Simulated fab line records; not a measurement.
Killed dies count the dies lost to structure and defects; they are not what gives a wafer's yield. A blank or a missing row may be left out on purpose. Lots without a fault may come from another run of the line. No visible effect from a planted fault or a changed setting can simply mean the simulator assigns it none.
Chamber matching :: flow n5_finfet :: N5_BEOL_M6_DESCUM_16 on rie_diel-06: 4 sister chambers
The step chemistry O2, time 7.9 s. 8 wafers are shown with their chamber, then 7 later ones without.

WAFERS WITH THEIR CHAMBER
wafer: L079.2
chamber: 2
throttle_valve_pct (%): 20.23
drypump_motor_current_A (A): 5.29

wafer: L079.3
chamber: 3
throttle_valve_pct (%): 20.59
drypump_motor_current_A (A): 5.31

wafer: L079.5
chamber: 1
throttle_valve_pct (%): 19.93
drypump_motor_current_A (A): 5.87

wafer: L085.1
chamber: 0
throttle_valve_pct (%): 20.68
drypump_motor_current_A (A): 5.55

wafer: L085.2
chamber: 3
throttle_valve_pct (%): 20.64
drypump_motor_current_A (A): 5.29

wafer: L085.5
chamber: 0
throttle_valve_pct (%): 20.68
drypump_motor_current_A (A): 5.54

wafer: L087.2
chamber: 1
throttle_valve_pct (%): 19.99
drypump_motor_current_A (A): 5.90

wafer: L087.5
chamber: 2
throttle_valve_pct (%): 20.25
drypump_motor_current_A (A): 5.24

WAFERS WITH NO CHAMBER GIVEN
wafer: L087.6
throttle_valve_pct (%): 20.69
drypump_motor_current_A (A): 5.54

wafer: L094.2
throttle_valve_pct (%): 20.73
drypump_motor_current_A (A): 5.52

wafer: L094.3
throttle_valve_pct (%): 20.02
drypump_motor_current_A (A): 5.86

wafer: L094.5
throttle_valve_pct (%): 20.66
drypump_motor_current_A (A): 5.32

wafer: L093.1
throttle_valve_pct (%): 20.73
drypump_motor_current_A (A): 5.53

wafer: L093.2
throttle_valve_pct (%): 20.28
drypump_motor_current_A (A): 5.28

wafer: L093.5
throttle_valve_pct (%): 20.74
drypump_motor_current_A (A): 5.52

WHICH CHAMBER EACH WENT THROUGH
wafer: L087.6
from the rows above: 0
in truth: 0

wafer: L094.2
from the rows above: 0
in truth: 0

wafer: L094.3
from the rows above: 1
in truth: 1

wafer: L094.5
from the rows above: 3
in truth: 3

wafer: L093.1
from the rows above: 0
in truth: 0

wafer: L093.2
from the rows above: 2
in truth: 2

wafer: L093.5
from the rows above: 0
in truth: 0
Placed correctly: 7 of 7. From these rows, 0 cannot be placed. 0 placed wrongly.
How it was worked out, from the rows above alone: a wafer's distance from a chamber is the root of the sum, over the readings, of the square of ((its reading less the chamber's mean) divided by the reading's scatter). If the next closest chamber is less than 2 further off than the closest, the wafer can't be placed; otherwise it belongs to the closest. A chamber's mean is the mean of its shown wafers. How the scatter is found: for the shown wafers, subtract from each reading the mean of its chamber, square and add these, divide the total by (wafers less chambers), then take the root.
